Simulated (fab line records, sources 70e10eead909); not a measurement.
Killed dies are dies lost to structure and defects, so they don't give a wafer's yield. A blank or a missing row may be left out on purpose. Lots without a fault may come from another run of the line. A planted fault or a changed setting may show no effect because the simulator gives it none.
fab line records | flow nand_harc
record lots=11 wafers=33 last_day=25
route steps=1159 shown P_CONTACT@219 P_M0@261 END@1159
lots that met no fault: from a run of the same line without faults
start_h: hours from the record's first day to the start of the lot's first wafer shown | wait_h: hours since the lot's step before | " the same as in the row above | L1.1+2: a row that stands for several wafers | - no value, or no start given | * or withheld: withheld | < > ~ a bound
route shown NAME@n: a module of which the file shows steps, and the number in the route of the first | usual: mean/standard deviation of fault-free wafers | same: alike in all rows | chamber/n: place in a boat | sites: the reading at each site | _std_site: their standard deviation | _edge_site: outer sites' mean less inner sites' | radius_mm: how far each site lies from the wafer's centre | mask NAME#n: copy n | behind: the tool/chamber that last shaped the wafer | hold: why the lot was held/for how many hours/how that ended | device: the transistor (n, p or np) that didn't switch | end of line: the same wafers' tests at the end of the route | a step without rows: its recipe alone | killed: dies lost to structure and defects at the first sort, not the wafer's yield | map: a wafer's dies, x killed, . not, _ none there
set.NAME: the setting as run; set.NAME@STEP: as run at that earlier step | model.NAME: the simulator's own value behind a step, which no gauge read
steps of the route over a sample of lots; a table a step, a row a wafer
services: from which hour (start_h, from the record's first day; less than 0 if before it) a tool's chamber was out of use, for how many hours, and why
## steps
# step NHARC_P_CONTACT_CMP_01
# recipe target_thk_nm=200 material=SiO2
# usual motor_current_A=12.3/1.4 pad_life_wafers=264/130 retaining_ring_pressure_frac=1.000/0.0055
# columns lot.wafer tool chamber start_h wait_h motor_current_A pad_life_wafers retaining_ring_pressure_frac
L679.4 cmp-03 0 103.61 - 12.8 204 0.997
L679.3 " 2 " " 12.4 206 1.000
L679.5 " 0 " " 13.3 - 1.000
L680.1 cmp-03 2 112.73 - 13.3 246 1.000
L680.4 " 3 " " 11.3 247 0.994
L680.5 " 2 " " 13.8 - 0.997
L682.1 cmp-03 3 121.70 - 10.4 271 1.013
L682.2 " 0 " " 12.6 272 0.992
L682.6 " 3 " " 11.0 - 1.011
L684.1 cmp-01 3 134.12 - 12.2 277 0.994
L684.2 " 1 " " 12.6 279 0.995
L684.5 " 2 " " 10.3 - 0.998
L683.4 cmp-03 1 135.41 - 13.5 360 1.004
L683.3 " 0 " " 12.4 363 1.006
L683.6 " 2 " " 13.3 - 0.999
L686.4 cmp-01 0 145.53 - 14.0 360 0.993
L686.6 " 0 " " 14.2 - 0.990
L686.5 " 1 " " 11.6 - 1.003
L693.4 cmp-01 0 192.88 - 13.4 43 0.998
L693.2 " 1 " " 11.7 44 1.006
L693.5 " 0 " " 13.8 - 1.001
L699.3 cmp-01 1 222.76 - 12.4 270 1.001
L699.2 " 3 " " 11.2 272 1.012
L699.4 " 0 " " 13.6 273 1.007
L700.1 cmp-01 0 234.34 - 14.3 342 1.007
L700.4 " 1 " " 12.8 343 1.007
L700.2 " 3 " " 11.9 345 1.005
L702.1 cmp-01 3 243.16 - 11.7 391 1.005
L702.4 " 0 " " 14.0 392 1.005
L702.6 " 2 " " 10.8 - 1.005
L701.1 cmp-02 1 243.16 - 12.0 73 0.995
L701.3 " 3 " " 12.3 75 1.002
L701.5 " 0 " " 10.4 - 0.998
# step NHARC_P_CONTACT_DESCUM_17
# recipe time_s=3 o2_flow_sccm=200 ar_flow_sccm=0 bias_power_w=0 chemistry=O2
# usual drypump_motor_current_A=5.8/0.37 mfc_ar_sccm=0.005/0.011 oes_product_au=0.993/0.0096 rf_vpp_V=57.6/0.9 showerhead_plenum_p_Torr=1.91/0.096 throttle_valve_pct=11.311/0.009
# columns lot.wafer tool chamber start_h wait_h drypump_motor_current_A mfc_ar_sccm oes_product_au rf_hours_counter_h rf_vpp_V showerhead_plenum_p_Torr throttle_valve_pct
L679.3 rie_diel-07 0 104.63 0.1 5.9 0.008 0.998 5 56.3 1.83 11.317
L679.4 " 3 " " 5.6 0 0.997 4 58.6 2.03 11.311
L679.5 " 1 " " 5.7 0.037 0.978 - 58.6 1.85 11.326
L680.4 rie_diel-06 1 113.75 0.1 5.6 0 1.004 5 57.1 2.04 11.315
L680.1 " 2 " " 6.2 0 1.001 5 58.4 2.02 11.313
L680.5 " 0 " " 5.7 0 1.002 - 58.7 1.92 11.309
L682.1 rie_diel-06 3 122.71 0.1 6.5 0.000 0.984 5 56.7 1.80 11.329
L682.2 " 1 " " 5.6 0 1.009 6 59.0 2.04 11.304
L682.6 " 3 " " 6.5 0.000 0.979 - 56.7 1.80 11.315
L684.1 rie_diel-06 0 135.12 0.1 5.7 0 0.989 7 57.4 1.92 11.317
L684.2 " 1 " " 5.6 0 0.996 7 57.3 2.04 11.305
L684.5 " 1 " " 5.6 0 0.996 - 58.7 2.04 11.305
L683.3 rie_diel-06 3 136.42 0.1 6.5 0.000 0.993 7 56.1 1.80 11.311
L683.4 " 0 " " 5.7 0 1.003 7 57.4 1.92 11.317
L683.6 " 0 " " 5.7 0 1.000 - 57.6 1.92 11.318
L686.4 rie_diel-07 0 146.57 0.1 6.0 0.008 1.008 9 57.0 1.83 11.310
L686.6 " 1 " " 5.7 0.037 0.994 - 58.2 1.85 11.295
L686.5 " 2 " " 5.8 0.002 1.002 - 57.9 1.79 11.303
L693.4 rie_diel-06 2 193.92 0.1 6.2 0 1.005 14 58.2 2.02 11.321
L693.2 " 1 " " 5.6 0 1.000 14 58.2 2.04 11.298
L693.5 " 3 " " 6.5 0.000 0.986 - 58.1 1.80 11.307
L699.4 rie_diel-07 0 223.77 0.1 6.0 0.008 0.998 17 56.2 1.83 11.303
L699.3 " 1 " " 5.7 0.037 0.986 14 57.1 1.85 11.303
L699.2 " 3 " " 5.6 0 0.991 17 57.9 2.03 11.301
L700.2 rie_diel-06 2 235.35 0.1 6.2 0 0.998 18 57.5 2.01 11.304
L700.1 " 3 " " 6.4 0.000 0.977 18 57.4 1.80 11.307
L700.4 " 0 " " 5.7 0 0.980 17 57.4 1.91 11.320
L702.4 rie_diel-07 0 244.03 0.1 6.0 0.008 0.997 1 57.5 1.83 11.315
L702.1 " 2 " " 5.8 0.002 1.002 1 57.3 1.79 11.313
L702.6 " 3 " " 5.6 0 1.006 - 57.8 2.03 11.313
L701.1 rie_diel-01 3 244.18 0.1 5.4 0.023 1.000 36 58.0 1.94 11.305
L701.3 " 1 " " 4.8 0.009 1.003 32 57.6 1.78 11.313
L701.5 " 3 " " 5.4 0.023 0.994 - 58.4 1.94 11.315
# step NHARC_P_M0_PEB_07
# recipe peb_temp_c=100 peb_time_s=65
# usual heater_power_total_W=156.6/0.43 plate_temp_C=100.01/0.13
# columns lot.wafer tool chamber start_h wait_h heater_power_total_W plate_temp_C
L679.3 litho_track-04 0 119.52 0.0 157.1 100.00
L679.4 " 0 " " 157.1 99.91
L679.5 " 0 " " 156.4 99.87
L680.1 litho_track-04 0 130.17 0.1 157.1 99.86
L680.4 " 0 " " 156.2 99.88
L680.5 " 0 " " 156.8 99.96
L682.1 litho_track-01 0 131.49 0.1 156.2 99.91
L682.2 " 0 " " 156.7 100.01
L682.6 " 0 " " 155.9 99.86
L684.1 litho_track-01 0 142.65 0.1 157.1 100.10
L684.2 " 0 " " 156.0 100.14
L684.5 " 0 " " 156.0 100.08
L683.3 litho_track-01 0 143.64 0.0 157.1 100.24
L683.4 " 0 " " 157.1 100.02
L683.6 " 0 " " 156.5 100.09
L686.4 litho_track-01 0 150.52 0.0 156.0 99.83
L686.5 " 0 " " 156.4 99.98
L686.6 " 0 " " 156.3 99.79
L693.2 litho_track-01 0 200.16 0.1 156.0 100.02
L693.4 " 0 " " 156.1 99.98
L693.5 " 0 " " 157.1 99.92
L699.2 litho_track-01 0 227.73 0.1 169.2 -
L699.3 " 0 " " 169.0 -
L699.4 " 0 " " 168.8 -
L700.1 litho_track-01 0 239.27 0.1 168.6 -
L700.2 " 0 " " 167.9 -
L700.4 " 0 " " 168.7 -
L702.1 litho_track-06 0 248.01 0.1 156.7 99.85
L702.4 " 0 " " 157.1 99.93
L702.6 " 0 " " 157.2 99.97
L701.1 litho_track-04 0 252.77 0.1 156.3 100.11
L701.3 " 0 " " 156.0 99.91
L701.5 " 0 " " 156.2 99.84
# step NHARC_P_M0_CD_MEAS_09
# recipe target_cd_nm=90 landing_energy_ev=500
# usual cd_nm=90.0/0.67
# same landing_energy_ev=500
# columns lot.wafer tool chamber start_h wait_h hold cd_nm
L679.3 cd_sem-03 0 119.60 - - 89.4
L679.4 " 0 " " - 90.1
L679.5 " 0 " " - 90.5
L680.1 cd_sem-03 0 130.25 - - 90.7
L680.4 " 0 " " - 88.6
L680.5 " 0 " " - 90.1
L682.1 cd_sem-02 0 131.57 - - 89.8
L682.2 " 0 " " - 89.6
L682.6 " 0 " " - 89.9
L684.1 cd_sem-03 0 142.73 - - 89.3
L684.2 " 0 " " - 90.4
L684.5 " 0 " " - 89.3
L683.3 cd_sem-02 0 143.72 - - 90.0
L683.4 " 0 " " - 90.0
L683.6 " 0 " " - 89.6
L686.4 cd_sem-01 0 150.61 - - 90.8
L686.5 " 0 " " - 91.2
L686.6 " 0 " " - 90.4
L693.2 cd_sem-02 0 200.24 - - 89.8
L693.4 " 0 " " - 89.4
L693.5 " 0 " " - 89.6
L699.2 cd_sem-03 0 227.82 - await_dispo/0.2h/release 85.7
L699.3 " 0 " " await_dispo/0.2h/release 84.6
L699.4 " 0 " " await_dispo/0.2h/release 85.4
L699.2 cd_sem-03 0 - - - 85.4
L699.3 " 0 " " - 84.4
L699.4 " 0 " " - 85.5
L700.1 cd_sem-02 0 239.35 - await_dispo/0.2h/release 85.1
L700.2 " 0 " " await_dispo/0.2h/release 84.9
L700.4 " 0 " " await_dispo/0.2h/release 85.0
L700.1 cd_sem-02 0 - - - 84.7
L700.2 " 0 " " - 84.9
L700.4 " 0 " " - 85.5
L702.1 cd_sem-03 0 248.09 - - 89.8
L702.4 " 0 " " - 90.5
L702.6 " 0 " " - 89.8
L701.1 cd_sem-02 0 252.85 - - 89.3
L701.3 " 0 " " - 89.4
L701.5 " 0 " " - 89.6
# step NHARC_P_M0_PVD_21
# recipe target_thk_a=300 chamber_pressure_pa=5 power_w=5000 substrate_temp_c=30 time_s=20.49 material=Cu
# usual cathode_dc_power_W=5000.0/0.91 chamber_pressure_pa=5.002/0.011 throttle_valve_pct=29.9/1.1
# columns lot.wafer tool chamber start_h wait_h cathode_dc_power_W chamber_pressure_pa throttle_valve_pct
L679.4 pvd_sputter-03 - - - 5001.5 5.004 30.8
L679.3 " - " " 5001.6 5.016 29.7
L679.5 " - " " 5000.2 5.009 27.3
L680.4 pvd_sputter-02 - - - 5000.7 5.021 29.4
L680.1 " - " " 5001.0 5.001 30.9
L680.5 " - " " 5000.3 5.000 29.0
L682.1 pvd_sputter-03 - - - 4999.3 4.996 30.2
L682.2 " - " " 5000.1 4.998 30.5
L682.6 " - " " 4999.9 5.011 27.4
L684.1 pvd_sputter-03 - - - 5000.6 5.006 30.1
L684.2 " - " " 5000.0 5.000 27.3
L684.5 " - " " 5000.9 4.994 30.7
L683.4 pvd_sputter-03 - - - 4999.8 5.009 30.3
L683.3 " - " " 4999.0 5.026 30.6
L683.6 " - " " 5000.1 5.007 27.1
L686.4 pvd_sputter-01 - - - 4999.1 4.996 30.4
L686.6 " - " " 5000.2 4.993 30.7
L686.5 " - " " 4999.7 4.996 31.4
L693.4 pvd_sputter-01 - - - 4998.3 5.017 29.7
L693.2 " - " " 5001.6 4.998 31.2
L693.5 " - " " 5001.4 4.993 30.3
L699.4 pvd_sputter-01 - - - 4999.4 4.996 31.2
L699.3 " - " " 5000.2 4.999 30.1
L699.2 " - " " 5001.0 4.993 29.9
L702.1 pvd_sputter-01 - - - 4999.2 5.000 30.0
L702.4 " - " " 4999.7 4.984 29.7
L702.6 " - " " 5000.6 4.996 30.0
L701.1 pvd_sputter-02 - - - 4999.8 5.012 30.8
L701.3 " - " " 5001.2 5.007 29.9
L701.5 " - " " 5000.9 5.007 30.6
L700.1 pvd_sputter-03 - - - 4999.8 5.004 30.6
L700.4 " - " " 5001.1 4.983 29.6
L700.2 " - " " 5003.4 5.009 29.8
# step NHARC_END_SORT_01
# recipe temp_c=25
# usual defect_limited_yield=95.4/1.8 killed_at_array=27/11 killed_at_other=0.7/1.1 killed_at_periphery=3.4/2.1 killed_dies=31/12 killed_open=3.6/2 killed_short=2.0/1.3 sort_bin_2_pct=1.5/0.71 sort_bin_3_pct=0.25/0.22 sort_bin_4_pct=2.9/1.2 sort_n_pass=646/12 sort_rim_yield_pct=95.0/2.5 sort_yield_pct=95.4/1.8
# same gross_dies=677 sort_bin_5_pct[%]=0 sort_bin_6_pct[%]=0 sort_bin_7_pct[%]=0 sort_bin_8_pct[%]=0 sort_rim_n_gross=106.00
# columns lot.wafer tool chamber start_h wait_h defect_limited_yield[%] killed_at_array killed_at_other killed_at_periphery killed_dies killed_open killed_short sort_bin_2_pct[%] sort_bin_3_pct[%] sort_bin_4_pct[%] sort_n_pass sort_rim_yield_pct[%] sort_yield_pct[%]
L699.2 prober-01 0 576.99 2.8 97.6 16 0 0 16 1 1 0.6 0.30 1.5 661 95.3 97.6
L699.3 prober-01 0 577.79 3.1 97.6 15 0 1 16 2 2 0.7 0 1.6 661 95.3 97.6
L699.4 prober-01 0 578.59 3.4 96.2 20 1 5 26 3 2 1.9 0.15 1.8 651 95.3 96.2
# killed by level:class
L699.2 A_SLIT:chamber_film_flake=6 A_CHANNEL_HOLE_D1:chamber_film_flake=4 A_CONTACT:chamber_film_flake=4 A_CHANNEL_FILL_D1:geometric_particle:open=1 A_SGD_CUT:geometric_particle:short=1
L699.3 A_SLIT:chamber_film_flake=5 A_SGD_CUT:chamber_film_flake=3 A_CONTACT:chamber_film_flake=3 P_STI:geometric_particle:short=1 A_WL_FILL:geometric_particle:open=1 A_M0:geometric_particle:open=1 A_M1:geometric_particle:short=1 A_CHANNEL_HOLE_D1:chamber_film_flake=1
L699.4 A_SLIT:chamber_film_flake=9 A_CHANNEL_HOLE_D1:chamber_film_flake=5 P_GATE:chamber_film_flake=2 P_GATE:geometric_particle:open=1 A_CHANNEL_HOLE_D1:geometric_particle:open=1 A_WL_FILL:geometric_particle:short=1 A_M1:geometric_particle:short=1 STARTING-WAFER:geometric_particle:open=1
## services
# columns tool chamber start_h hours kind
cmp-01 - 81.50 4.0 pm
rie_diel-07 3 82.78 3.0 repair
pvd_sputter-02 - 86.01 3.0 repair
cmp-03 - 89.96 3.7 repair
litho_track-01 - 93.00 7.0 pm
cmp-02 - 96.82 4.4 repair
pvd_sputter-03 - 102.00 10.0 pm
cmp-01 - 114.81 0.5 repair
rie_diel-07 2 131.40 2.6 repair
litho_track-04 - 141.00 7.0 pm
cmp-01 - 153.89 2.1 repair
cmp-03 - 156.02 4.0 pm
pvd_sputter-01 - 158.00 10.0 pm
rie_diel-06 0 179.01 1.9 repair
cmp-01 - 179.50 4.0 pm
rie_diel-07 2 203.94 2.2 repair
cmp-01 - 216.63 1.2 repair
pvd_sputter-02 - 217.91 10.0 pm
cmp-03 - 219.37 0.3 repair
rie_diel-07 - 228.23 9.0 pm
cmp-01 - 237.03 0.5 repair
rie_diel-06 - 241.20 9.0 pm
cmp-03 - 248.95 1.2 repair
cmp-03 - 254.02 4.0 pm
## key
first_sign step=NHARC_P_M0_PEB_07 reading=heater_power_total_W direction=up sigmas=28 usual=* struck=*
effect step=NHARC_P_M0_CD_MEAS_09 reading=visit direction=added
effect step=NHARC_P_M0_CD_MEAS_09 reading=cd_nm direction=down sigmas=7.3 usual=90.0 struck=85.1
met_at NHARC_P_M0_PEB_07
struck_lots L699,L700
not_acting_at NHARC_P_CONTACT_CMP_01,NHARC_P_CONTACT_DESCUM_17,NHARC_P_M0_PVD_21
onset_between 200.16 227.73
fault kind=process_parameter_drift tool=litho_track-01 chamber=- onset_h=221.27 steps=NHARC_P_M0_PEB_07 channel=peb_time_s offset=* shape=step end_h=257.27 acts_in=* stated=*
